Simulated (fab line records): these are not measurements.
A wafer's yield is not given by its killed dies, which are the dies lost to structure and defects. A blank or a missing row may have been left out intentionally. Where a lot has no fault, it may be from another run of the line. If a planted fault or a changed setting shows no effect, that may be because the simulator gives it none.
Split-lot experiment    flow n5 finfet    21 wafers read from 7 lots, route of 1938 steps

## SPLIT DETAILS
At N5_MIM_TOP_SPUTTER_03 (material TiN, target thk 35 nm, time 89.7 s), the setting power w was moved away from the recipe's 3000 W on 7 of the 21 wafers read, by -12.6% to +16.6%. This setting was run at the recipe's value on the other wafers.

Reading taken at the split's own step.

## THE READING
TiN_of_MIM_TOP_SPUTTER_03.thk nm (the simulator's own value, which no gauge read), in nm, at N5_MIM_TOP_SPUTTER_03 (material TiN, target thk 35 nm, time 89.7 s). There is no usual value for it anywhere in the file. Average 34.9 nm, standard deviation 0.36 nm, over the 14 wafers here run with the recipe.

wafer   tool, chamber at the split  power w as run, W  against the recipe  TiN_of_MIM_TOP_SPUTTER_03.thk nm, nm  against lot-mates on the recipe
L078.2  pvd sputter-03, -           3000               recipe              35.4                                  -
L078.5  pvd sputter-03, -           3000               recipe              35.4                                  -
L078.4  pvd sputter-03, -           3000               recipe              35.2                                  -
L082.3  pvd sputter-03, -           3000               recipe              35                                    -
L082.4  pvd sputter-03, -           3498               +16.6%              41                                    +6.1
L082.5  pvd sputter-03, -           3000               recipe              34.8                                  -
L087.2  pvd sputter-02, -           3000               recipe              34.8                                  -
L087.3  pvd sputter-02, -           3000               recipe              34.8                                  -
L087.6  pvd sputter-02, -           3000               recipe              34.6                                  -
L089.2  pvd sputter-02, -           3000               recipe              34.2                                  -
L089.3  pvd sputter-02, -           2623               -12.6%              30.4                                  -4.1
L089.5  pvd sputter-02, -           3000               recipe              34.8                                  -
L088.1  pvd sputter-01, -           3000               recipe              35.4                                  -
L088.2  pvd sputter-01, -           2626               -12.5%              30.8                                  -4.6
L088.3  pvd sputter-01, -           2626               -12.5%              30.6                                  -4.8
L092.1  pvd sputter-03, -           3000               recipe              35.4                                  -
L092.2  pvd sputter-03, -           2666               -11.1%              31.2                                  -4.2
L092.5  pvd sputter-03, -           2666               -11.1%              31.2                                  -4.2
L095.1  pvd sputter-02, -           3000               recipe              34.8                                  -
L095.4  pvd sputter-02, -           2781               -7.3%               32.4                                  -2.3
L095.6  pvd sputter-02, -           3000               recipe              34.6                                  -

FIT RESULTS
A straight line over all 21 wafers: TiN_of_MIM_TOP_SPUTTER_03.thk nm changes by +0.351 nm for each +1% of power w; r = +0.99; the points scatter about the line by 0.32 nm.
The same after taking each lot's own level away (the mean of its wafers on the recipe; 21 wafers): +0.364 nm for each +1%; r = +1.00; scatter 0.2 nm.
That fit puts the effect of the largest move of power w on the reading at 6 nm.
From 34.50 to 35.40 nm: that is the span of the lots' own levels, equal to 2.5 times the standard deviation above.
So the lot-to-lot level changes the slope little: the two slopes agree.
Check: for one of the wafers moved furthest among these (+16.6%), held out of the fit, the line's prediction against its lot-mates is +6.03 nm. Against them it came out at +6.1 nm.

## THE FILE'S OWN FIT
TiN_of_MIM_TOP_SPUTTER_03.thk nm changes by +0.359 nm for each +1% of power w, r = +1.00.
